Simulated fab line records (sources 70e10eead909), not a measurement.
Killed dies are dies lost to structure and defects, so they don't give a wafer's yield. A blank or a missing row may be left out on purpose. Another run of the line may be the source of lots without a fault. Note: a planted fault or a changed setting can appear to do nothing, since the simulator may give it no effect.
fab line records	flow nand_harc
record: lots: 14	wafers: 42	last_day: 34
route steps=1302 shown A_M1@1185 END@1302
lots with no fault: from the same line, run without faults
start_h: hours from the record's opening day to when the first of the lot's shown wafers began	wait_h: hours from the lot's prior step to this one	" repeats the value in the row above	L1.1+2: a single row standing in for several wafers	- value missing, or start not given	* or withheld: withheld	< > ~ a bound
route shown NAME@n: names a module that has steps shown in the file, with the first one's number in the route	usual: mean/standard deviation of fault-free wafers	same: alike in all rows	chamber/n: place in a boat	sites: each site's reading	_std_site: the standard deviation of these	_edge_site: inner sites' mean taken away from outer sites' mean	radius_mm: for every site, how far away it sits from the centre of the wafer	mask NAME#n: copy n	behind: the tool/chamber that last shaped the wafer	hold: reason for holding the lot/hours on hold/outcome of the hold	device: names the non-switching transistor (n, p or np)	end of line: tests of these same wafers at the route's end	step lacking rows: just its recipe	killed: at the first sort, the dies lost to defects and structure; wafer yield is something else	map: shows each die of a wafer: x if killed, . if not, _ if none is there
set.NAME: the setting that was run; set.NAME@STEP: the one run at that earlier step	model.NAME: the simulator's own value behind a step, which no gauge read
a sample of lots followed through the steps of the route, with each step as a table and each wafer as a row
services: the hour from which a tool's chamber was out of use, counted from the record's first day as start_h (under 0 if before that day), plus the number of hours and why
== steps ==
step: NHARC_A_M1_CD_MEAS_16
usual: cd_nm: 120.1/0.83
lot.wafer	tool	chamber	start_h	wait_h	cd_nm
L523.4	cd_sem-02	-	547.29	-	119.5
L523.5	"	-	"	"	119.6
L523.6	"	-	"	"	119.0
L520.1	cd_sem-02	-	549.89	-	119.6
L520.4	"	-	"	"	119.9
L520.6	"	-	"	"	119.3
L527.2	cd_sem-03	-	588.88	-	119.8
L527.5	"	-	"	"	118.8
L527.6	"	-	"	"	120.3
L529.1	cd_sem-01	-	634.07	-	121.4
L529.2	"	-	"	"	121.5
L529.3	"	-	"	"	120.1
L530.2	cd_sem-03	-	634.79	-	120.1
L530.3	"	-	"	"	121.2
L530.6	"	-	"	"	119.7
L531.1	cd_sem-02	-	640.66	-	118.9
L531.3	"	-	"	"	119.4
L531.4	"	-	"	"	118.9
L533.1	cd_sem-01	-	650.75	-	118.8
L533.5	"	-	"	"	119.2
L533.6	"	-	"	"	118.6
L536.1	cd_sem-01	-	707.02	-	118.7
L536.4	"	-	"	"	119.6
L536.5	"	-	"	"	119.4
L538.1	cd_sem-02	-	714.51	-	122.2
L538.3	"	-	"	"	121.5
L538.4	"	-	"	"	121.4
L537.1	cd_sem-02	-	716.22	-	120.3
L537.2	"	-	"	"	119.8
L537.3	"	-	"	"	119.8
L540.1	cd_sem-03	-	723.28	-	120.2
L540.2	"	-	"	"	120.4
L540.5	"	-	"	"	120.4
L541.3	cd_sem-03	-	747.70	-	119.3
L541.4	"	-	"	"	119.3
L541.6	"	-	"	"	119.6
L543.2	cd_sem-01	-	759.57	-	121.2
L543.5	"	-	"	"	119.9
L543.6	"	-	"	"	120.6
L542.1	cd_sem-03	-	771.52	-	120.4
L542.2	"	-	"	"	121.2
L542.6	"	-	"	"	119.8
step: NHARC_A_M1_DEGAS_29
recipe: temp_c: 250	time_s: 60
usual: heater_power_w: 330/39
lot.wafer	tool	chamber	start_h	wait_h	heater_power_w
L523.4	pvd_sputter-01	-	547.99	-	261
L523.6	"	-	"	"	272
L523.5	"	-	"	"	360
L520.1	pvd_sputter-02	-	550.60	-	353
L520.4	"	-	"	"	316
L520.6	"	-	"	"	321
L527.2	pvd_sputter-02	-	589.67	-	399
L527.6	"	-	"	"	357
L527.5	"	-	"	"	362
L529.1	pvd_sputter-01	-	634.78	-	359
L529.2	"	-	"	"	332
L529.3	"	-	"	"	271
L530.3	pvd_sputter-02	-	635.50	-	392
L530.2	"	-	"	"	346
L530.6	"	-	"	"	386
L531.4	pvd_sputter-01	-	641.38	-	371
L531.1	"	-	"	"	329
L531.3	"	-	"	"	281
L533.1	pvd_sputter-02	-	651.46	-	331
L533.6	"	-	"	"	343
L533.5	"	-	"	"	354
L536.4	pvd_sputter-02	-	707.73	-	372
L536.1	"	-	"	"	349
L536.5	"	-	"	"	345
L538.1	pvd_sputter-01	-	715.22	-	333
L538.3	"	-	"	"	261
L538.4	"	-	"	"	369
L537.2	pvd_sputter-01	-	716.94	-	364
L537.1	"	-	"	"	332
L537.3	"	-	"	"	278
L540.2	pvd_sputter-02	-	724.01	-	351
L540.1	"	-	"	"	324
L540.5	"	-	"	"	366
L541.4	pvd_sputter-03	-	748.42	-	362
L541.3	"	-	"	"	282
L541.6	"	-	"	"	328
L543.2	pvd_sputter-02	-	760.30	-	352
L543.5	"	-	"	"	322
L543.6	"	-	"	"	364
L542.1	pvd_sputter-01	-	772.23	-	368
L542.2	"	-	"	"	274
L542.6	"	-	"	"	372
step: NHARC_A_M1_PRE_CLEAN_32
recipe: time_s: 12	temp_c: 370	rf_power_w: 300	gas: NH3
usual: heater_power_w: 598/74
lot.wafer	tool	chamber	start_h	wait_h	heater_power_w
L523.5	pecvd-04	0	550.25	0.7	655
L523.6	"	1	"	"	513
L523.4	"	2	"	"	523
L520.1	pecvd-02	0	552.24	0.1	489
L520.4	"	1	"	"	710
L520.6	"	1	"	"	714
L527.2	pecvd-04	1	591.35	0.1	559
L527.6	"	0	"	"	674
L527.5	"	2	"	"	557
L529.2	pecvd-02	2	636.40	0.1	651
L529.1	"	0	"	"	490
L529.3	"	1	"	"	637
L530.2	pecvd-03	1	637.12	0.1	588
L530.3	"	2	"	"	756
L530.6	"	2	"	"	748
L531.1	pecvd-02	0	643.03	0.1	559
L531.3	"	1	"	"	693
L531.4	"	0	"	"	583
L533.1	pecvd-03	1	653.25	0.1	586
L533.5	"	1	"	"	586
L533.6	"	2	"	"	732
L536.1	pecvd-04	1	709.38	0.1	585
L536.4	"	0	"	"	696
L536.5	"	1	"	"	572
L538.3	pecvd-04	2	716.84	0.1	560
L538.1	"	1	"	"	511
L538.4	"	1	"	"	518
L537.2	pecvd-03	1	718.57	0.1	580
L537.3	"	2	"	"	722
L537.1	"	0	"	"	586
L540.1	pecvd-02	1	725.63	0.1	655
L540.2	"	2	"	"	623
L540.5	"	2	"	"	626
L541.3	pecvd-02	0	750.08	0.1	498
L541.4	"	2	"	"	529
L541.6	"	0	"	"	499
L543.2	pecvd-02	1	761.93	0.1	676
L543.5	"	2	"	"	559
L543.6	"	1	"	"	696
L542.2	pecvd-03	0	773.90	0.1	562
L542.1	"	2	"	"	651
L542.6	"	2	"	"	656
step: NHARC_A_M1_DEP_33
recipe: target_thk_a: 300	temp_c: 370	target_thk_nm: 30	pressure_torr: 3	flow_sccm: 200	rf_w: 450	material: SiCN
usual: chamber_pressure_Torr: 2.999/0.0063	heater_power_w: 539/70	rf_fwd_power_W: 448.8/1.5
lot.wafer	tool	chamber	start_h	wait_h	chamber_pressure_Torr	heater_power_w	rf_fwd_power_W
L523.5	pecvd-04	0	550.42	0.2	2.995	666	448.4
L523.6	"	1	"	"	3.006	536	449.9
L523.4	"	2	"	"	3.010	551	449.2
L520.1	pecvd-02	0	552.40	0.1	3.001	451	446.8
L520.4	"	1	"	"	3.016	649	448.7
L520.6	"	1	"	"	2.991	633	448.0
L527.2	pecvd-04	1	591.46	0.1	2.997	476	449.0
L527.6	"	0	"	"	3.000	557	452.3
L527.5	"	2	"	"	3.002	499	450.4
L529.2	pecvd-02	2	636.48	0.1	3.000	536	522.3
L529.1	"	0	"	"	3.001	484	520.7
L529.3	"	1	"	"	2.993	628	519.8
L530.2	pecvd-03	1	637.23	0.1	2.996	511	449.2
L530.3	"	2	"	"	3.000	672	447.0
L530.6	"	2	"	"	2.994	672	448.5
L531.1	pecvd-02	0	643.14	0.1	3.005	479	519.0
L531.3	"	1	"	"	3.004	621	520.3
L531.4	"	0	"	"	3.007	481	521.6
L533.1	pecvd-03	1	653.36	0.1	2.994	452	452.6
L533.5	"	1	"	"	2.997	463	449.6
L533.6	"	2	"	"	3.001	602	446.9
L536.1	pecvd-04	1	709.52	0.1	3.001	484	449.0
L536.4	"	0	"	"	2.995	521	447.9
L536.5	"	1	"	"	2.998	466	448.1
L538.3	pecvd-04	2	716.92	0.1	2.997	547	448.3
L538.1	"	1	"	"	3.007	546	448.5
L538.4	"	1	"	"	2.987	548	450.0
L537.2	pecvd-03	1	718.65	0.1	2.994	487	448.9
L537.3	"	2	"	"	2.989	651	449.4
L537.1	"	0	"	"	3.004	507	449.5
L540.1	pecvd-02	1	725.74	0.1	3.005	576	451.1
L540.2	"	2	"	"	2.993	582	447.6
L540.5	"	2	"	"	3.002	584	447.5
L541.3	pecvd-02	0	750.22	0.1	3.017	415	447.4
L541.4	"	2	"	"	2.992	515	449.6
L541.6	"	0	"	"	3.012	420	448.1
L543.2	pecvd-02	1	762.07	0.1	3.001	607	448.4
L543.5	"	2	"	"	2.989	498	449.0
L543.6	"	1	"	"	3.005	597	448.8
L542.2	pecvd-03	0	773.98	0.1	2.986	464	448.0
L542.1	"	2	"	"	3.003	670	448.2
L542.6	"	2	"	"	3.009	667	450.3
step: NHARC_END_SORT_01
recipe: temp_c: 25
usual: defect_limited_yield: 90.9/2.6	killed_at_array: 57/18	killed_at_other: 0.8/1	killed_at_periphery: 3.9/2.8	killed_dies: 62/18	killed_open: 3.4/1.8	killed_short: 2.2/1.6
same: gross_dies: 677
lot.wafer	tool	chamber	start_h	wait_h	defect_limited_yield[%]	killed_at_array	killed_at_other	killed_at_periphery	killed_dies	killed_open	killed_short
L520.1	prober-02	0	587.87	2.5	91.1	58	2	0	60	1	1
L520.4	prober-02	0	590.25	3.4	90.0	67	0	1	68	1	0
L520.6	prober-02	0	591.83	4.0	88.0	78	2	1	81	3	2
L527.2	prober-01	0	623.23	2.8	93.1	45	2	0	47	4	0
L527.5	prober-01	0	625.60	3.7	92.5	45	1	5	51	2	1
L527.6	prober-01	0	626.39	4.0	93.6	40	1	2	43	3	1
L530.2	prober-01	0	669.91	2.8	90.7	61	0	2	63	0	2
L530.3	prober-01	0	670.71	3.1	92.2	51	1	1	53	1	2
L530.6	prober-01	0	673.11	4.0	91.0	57	3	1	61	1	2
L529.1	prober-02	0	676.02	2.5	95.0	29	3	2	34	5	3
L529.2	prober-02	0	676.81	2.8	93.9	39	0	2	41	2	2
L529.3	prober-02	0	677.60	3.1	94.1	33	4	3	40	4	3
L531.1	prober-01	0	676.93	2.5	97.5	16	0	1	17	5	0
L531.3	prober-01	0	678.53	3.1	97.8	14	1	0	15	4	4
L531.4	prober-01	0	679.32	3.4	96.0	23	1	3	27	9	3
L533.1	prober-02	0	683.77	2.5	92.6	49	0	1	50	2	1
L533.5	prober-02	0	686.96	3.7	93.5	39	0	5	44	4	1
L533.6	prober-02	0	687.76	4.0	93.6	41	0	2	43	3	2
L536.1	prober-01	0	740.99	2.5	88.5	74	2	2	78	5	0
L536.4	prober-01	0	743.41	3.4	89.7	67	2	1	70	5	2
L536.5	prober-01	0	744.21	3.7	89.1	68	0	6	74	7	2
L538.1	prober-01	0	748.94	2.5	86.0	86	0	9	95	0	1
L538.3	prober-01	0	750.54	3.1	85.5	97	0	1	98	2	4
L538.4	prober-01	0	751.34	3.4	83.0	111	2	2	115	5	4
killed by level:class
L520.1 A_SLIT:chamber_film_flake=22 A_CHANNEL_HOLE_D1:chamber_film_flake=21 A_CHANNEL_HOLE_D2:chamber_film_flake=6 A_CHANNEL_FILL_D2:chamber_film_flake=2 A_CONTACT:chamber_film_flake=2 THIN_TSV:chamber_film_flake=2 A_CHANNEL_FILL_D2:geometric_particle:short=1 A_BLC:geometric_particle:open=1
L520.4 A_CHANNEL_HOLE_D1:chamber_film_flake=32 A_SLIT:chamber_film_flake=20 A_CONTACT:chamber_film_flake=4 A_CHANNEL_HOLE_D2:chamber_film_flake=3 A_STAIRCASE:chamber_film_flake=2 A_CONTACT:unspecified=2 A_CHANNEL_FILL_D2:geometric_particle:open=1 P_STI:chamber_film_flake=1
L520.6 A_CHANNEL_HOLE_D1:chamber_film_flake=35 A_SLIT:chamber_film_flake=23 A_CHANNEL_HOLE_D2:chamber_film_flake=10 A_CONTACT:chamber_film_flake=3 THIN_TSV:chamber_film_flake=2 A_CHANNEL_HOLE_D1:geometric_particle:short=1 A_CHANNEL_FILL_D2:geometric_particle:open=1 A_WL_FILL:geometric_particle:short=1
L527.2 A_SLIT:chamber_film_flake=30 A_CHANNEL_HOLE_D2:chamber_film_flake=5 A_CHANNEL_FILL_D1:geometric_particle:open=3 A_M0:chamber_film_flake=2 THIN_TSV:chamber_film_flake=2 A_ONON_D1:geometric_particle:open=1 A_CHANNEL_HOLE_D1:chamber_film_flake=1 A_DECK1_JOINT:chamber_film_flake=1
L527.5 A_SLIT:chamber_film_flake=24 A_CHANNEL_HOLE_D2:chamber_film_flake=10 P_CONTACT:chamber_film_flake=5 A_CHANNEL_HOLE_D1:chamber_film_flake=4 A_CONTACT:chamber_film_flake=3 A_M1:geometric_particle:open=1 A_CHANNEL_FILL_D1:geometric_particle:short=1 STARTING-WAFER:geometric_particle:open=1
L527.6 A_SLIT:chamber_film_flake=22 A_CHANNEL_HOLE_D1:chamber_film_flake=6 A_CHANNEL_HOLE_D2:chamber_film_flake=4 A_CONTACT:chamber_film_flake=2 A_ONON_D1:geometric_particle:open=1 A_DECK1_JOINT:geometric_particle:short=1 A_SLIT:geometric_particle:open=1 A_CONTACT:geometric_particle:open=1
L530.2 A_CHANNEL_HOLE_D1:chamber_film_flake=32 A_CHANNEL_HOLE_D2:chamber_film_flake=18 A_CONTACT:chamber_film_flake=7 A_CHANNEL_FILL_D1:geometric_particle:short=1 A_WL_FILL:geometric_particle:short=1 P_ZERO_WELL:chamber_film_flake=1 P_STI:chamber_film_flake=1 A_STAIRCASE:chamber_film_flake=1
L530.3 A_CHANNEL_HOLE_D1:chamber_film_flake=31 A_CHANNEL_HOLE_D2:chamber_film_flake=11 A_CONTACT:chamber_film_flake=3 A_WL_FILL:chamber_film_flake=2 A_CHANNEL_FILL_D1:geometric_particle:short=1 A_WL_FILL:geometric_particle:short=1 A_CONTACT:geometric_particle:open=1 P_GATE:chamber_film_flake=1
L530.6 A_CHANNEL_HOLE_D1:chamber_film_flake=30 A_CHANNEL_HOLE_D2:chamber_film_flake=17 A_WL_FILL:chamber_film_flake=3 A_CONTACT:chamber_film_flake=3 THIN_TSV:chamber_film_flake=3 P_M2:geometric_particle:short=1 A_DECK1_JOINT:geometric_particle:open=1 A_CHANNEL_FILL_D2:geometric_particle:short=1
L529.1 A_SLIT:chamber_film_flake=16 A_CONTACT:chamber_film_flake=2 A_BLC:chamber_film_flake=2 THIN_TSV:chamber_film_flake=2 P_CONTACT:geometric_particle:open=1 P_M1:geometric_particle:open=1 A_DECK1_JOINT:geometric_particle:short=1 A_CHANNEL_FILL_D2:geometric_particle:open=1
L529.2 A_SLIT:chamber_film_flake=30 A_CHANNEL_HOLE_D1:chamber_film_flake=3 A_BLC:chamber_film_flake=2 P_CONTACT:geometric_particle:short=1 P_M0:geometric_particle:open=1 A_ONON_D2:geometric_particle:open=1 A_CHANNEL_HOLE_D2:geometric_particle:short=1 A_CHANNEL_HOLE_D2:chamber_film_flake=1
L531.1 A_CHANNEL_HOLE_D1:chamber_film_flake=5 A_CONTACT:chamber_film_flake=3 A_M0:geometric_particle:open=2 A_SLIT:chamber_film_flake=2 P_M1:geometric_particle:open=1 A_CONTACT:geometric_particle:open=1 A_BLC:geometric_particle:open=1 A_BLC:chamber_film_flake=1
L529.3 A_SLIT:chamber_film_flake=18 THIN_TSV:chamber_film_flake=4 A_CONTACT:chamber_film_flake=3 A_ONON_D2:geometric_particle:short=2 A_M0:geometric_particle:open=2 A_CHANNEL_HOLE_D2:chamber_film_flake=2 A_STAIRCASE:chamber_film_flake=2 A_BLC:chamber_film_flake=2
L531.3 A_CHANNEL_HOLE_D1:chamber_film_flake=4 A_CHANNEL_HOLE_D1:geometric_particle:open=1 A_CHANNEL_FILL_D1:geometric_particle:short=1 A_DECK1_JOINT:geometric_particle:short=1 A_DECK1_JOINT:geometric_particle:open=1 A_CHANNEL_HOLE_D2:geometric_particle:open=1 A_SGD_CUT:geometric_particle:open=1 A_WL_FILL:geometric_particle:short=1
L531.4 A_CHANNEL_HOLE_D1:chamber_film_flake=7 A_CONTACT:chamber_film_flake=3 A_WL_FILL:geometric_particle:open=2 A_SLIT:chamber_film_flake=2 P_GATE:geometric_particle:open=1 P_M0:geometric_particle:open=1 A_ONON_D1:geometric_particle:open=1 A_DECK1_JOINT:geometric_particle:open=1
L533.1 A_SLIT:chamber_film_flake=24 A_CHANNEL_HOLE_D1:chamber_film_flake=12 A_STAIRCASE:chamber_film_flake=6 A_WL_FILL:chamber_film_flake=3 A_CONTACT:chamber_film_flake=2 P_M0:geometric_particle:open=1 A_ONON_D2:geometric_particle:short=1 A_WL_FILL:geometric_particle:open=1
L533.5 A_SLIT:chamber_film_flake=26 A_CHANNEL_HOLE_D1:chamber_film_flake=6 A_STAIRCASE:chamber_film_flake=6 P_GATE:geometric_particle:open=3 P_CONTACT:geometric_particle:open=1 A_DECK1_JOINT:geometric_particle:short=1 P_M2:chamber_film_flake=1
L533.6 A_SLIT:chamber_film_flake=27 A_WL_FILL:chamber_film_flake=4 A_CHANNEL_HOLE_D1:chamber_film_flake=3 A_STAIRCASE:chamber_film_flake=2 P_CONTACT:geometric_particle:short=1 P_CONTACT:geometric_particle:open=1 A_SOURCE_PLATE:geometric_particle:short=1 A_CHANNEL_FILL_D2:geometric_particle:open=1
L536.1 A_SLIT:chamber_film_flake=31 A_CHANNEL_HOLE_D2:chamber_film_flake=22 A_CHANNEL_HOLE_D1:chamber_film_flake=8 A_CONTACT:chamber_film_flake=3 A_STAIRCASE:chamber_film_flake=2 THIN_TSV:chamber_film_flake=2 P_M0:geometric_particle:open=1 A_ONON_D1:geometric_particle:open=1
L536.4 A_SLIT:chamber_film_flake=23 A_CHANNEL_HOLE_D2:chamber_film_flake=17 A_CHANNEL_HOLE_D1:chamber_film_flake=10 A_STAIRCASE:chamber_film_flake=4 A_SGD_CUT:chamber_film_flake=2 A_CONTACT:chamber_film_flake=2 THIN_TSV:chamber_film_flake=2 A_ONON_D1:geometric_particle:open=1
L536.5 A_CHANNEL_HOLE_D2:chamber_film_flake=23 A_SLIT:chamber_film_flake=22 A_CHANNEL_HOLE_D1:chamber_film_flake=8 A_CONTACT:chamber_film_flake=5 P_GATE:geometric_particle:open=3 A_STAIRCASE:chamber_film_flake=3 P_M0:geometric_particle:open=2 A_SGD_CUT:chamber_film_flake=2
L538.1 A_CHANNEL_HOLE_D1:chamber_film_flake=25 A_CHANNEL_HOLE_D2:chamber_film_flake=25 A_SLIT:chamber_film_flake=22 P_M1:chamber_film_flake=5 A_BONDPAD:chamber_film_flake=4 P_GATE:chamber_film_flake=3 A_DECK1_JOINT:chamber_film_flake=3 A_WL_FILL:chamber_film_flake=2
L538.3 A_CHANNEL_HOLE_D1:chamber_film_flake=28 A_CHANNEL_HOLE_D2:chamber_film_flake=28 A_SLIT:chamber_film_flake=23 A_STAIRCASE:chamber_film_flake=6 A_M1:chamber_film_flake=2 A_ONON_D1:geometric_particle:short=1 A_CHANNEL_HOLE_D2:geometric_particle:short=1 A_CHANNEL_FILL_D2:geometric_particle:open=1
L538.4 A_SLIT:chamber_film_flake=32 A_CHANNEL_HOLE_D1:chamber_film_flake=31 A_CHANNEL_HOLE_D2:chamber_film_flake=22 A_CONTACT:chamber_film_flake=7 A_BONDPAD:chamber_film_flake=4 A_CHANNEL_FILL_D1:geometric_particle:short=2 A_ZERO_WELL:chamber_film_flake=2 A_M1:chamber_film_flake=2
== services ==
tool	chamber	start_h	hours	kind
pvd_sputter-03	-	525.37	1.4	repair
pvd_sputter-03	-	526.80	10.0	pm
pecvd-03	-	547.37	13.0	pm
pvd_sputter-03	-	548.73	7.0	repair
pecvd-03	1	578.14	8.5	repair
pvd_sputter-01	-	582.05	10.0	pm
pvd_sputter-03	-	585.00	4.6	repair
pecvd-02	-	589.37	13.0	pm
pecvd-02	0	589.37	13.0	vent_cycle
pecvd-02	1	589.37	13.0	vent_cycle
pvd_sputter-01	-	595.80	3.2	repair
pecvd-03	1	607.06	4.6	repair
pecvd-03	0	613.21	20.7	repair
pvd_sputter-03	-	630.01	9.6	repair
pecvd-04	-	631.22	13.0	pm
pvd_sputter-02	-	638.00	10.0	pm
pecvd-03	0	690.11	4.3	repair
pvd_sputter-03	-	704.80	10.0	pm
pecvd-03	-	728.37	13.0	pm
pecvd-03	-	743.24	0.3	repair
pecvd-04	2	758.94	6.1	repair
pvd_sputter-01	-	760.05	10.0	pm
pecvd-02	0	767.51	5.4	repair
pecvd-02	-	770.37	13.0	pm
== key ==
first_sign: step: NHARC_A_M1_DEP_33	reading: rf_fwd_power_W	direction: up	sigmas: 47	usual: *	struck: *
effect none on later readings
met_at NHARC_A_M1_DEP_33
struck_lots L529,L531
not_acting_at NHARC_A_M1_CD_MEAS_16,NHARC_A_M1_DEGAS_29,NHARC_A_M1_PRE_CLEAN_32
onset_between 552.40 636.48
fault: kind: process_parameter_drift	tool: pecvd-02	chamber: -	onset_h: 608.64	steps: NHARC_A_M1_DEP_33	channel: rf_w	offset: *	shape: step	end_h: 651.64	acts_in: *	stated: *
